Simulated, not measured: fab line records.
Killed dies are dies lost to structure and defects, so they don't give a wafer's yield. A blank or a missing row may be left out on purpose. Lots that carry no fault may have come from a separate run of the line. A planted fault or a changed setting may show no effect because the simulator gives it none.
Chamber matching | flow n5 finfet | rie diel-04 running N5_BEOL_M1_VIA_ETCH_34: 4 sister chambers
The step etches the open film in C4F6/O2, target depth 67.8 nm, time 64.4 s. 4 wafers are shown with their chamber, then 11 later ones without.

== WAFERS PAIRED WITH THEIR CHAMBERS ==
wafer  | chamber | drypump motor current A (A)
L081.3 | 1       | 5.9
L089.5 | 0       | 5.6
L089.6 | 3       | 5.1
L091.1 | 2       | 6.5

== WAFERS MISSING THEIR CHAMBER ==
wafer  | drypump motor current A (A)
L091.4 | 5.6
L091.5 | 6.5
L094.1 | 6.6
L094.4 | 6.5
L094.5 | 5.1
L095.2 | 5.1
L095.4 | 5.6
L095.6 | 6.5
L096.1 | 5.9
L096.5 | 6.5
L096.6 | 5.1

== CHAMBER TAKEN BY EACH ==
wafer  | from the rows above | in truth
L091.4 | 0                   | 0
L091.5 | 2                   | 2
L094.1 | 2                   | 2
L094.4 | 2                   | 2
L094.5 | 3                   | 3
L095.2 | 3                   | 3
L095.4 | 0                   | 0
L095.6 | 2                   | 2
L096.1 | 1                   | 1
L096.5 | 2                   | 2
L096.6 | 3                   | 3
Placed correctly: 11 of 11. From these rows, 0 cannot be placed. Wrongly placed: 0.
How it was worked out, from the rows above alone: a wafer's distance from a chamber is the root of the sum, over the readings, of the square of ((its reading less the chamber's mean) divided by the reading's scatter). The wafer belongs to the nearest chamber; if the next one is less than 2 further off, it can't be placed. Each chamber's mean is taken over the wafers shown for it. The scatter (one wafer shown for each chamber): square how far every hidden wafer sits from the nearest shown wafer, average those squares and take the square root.
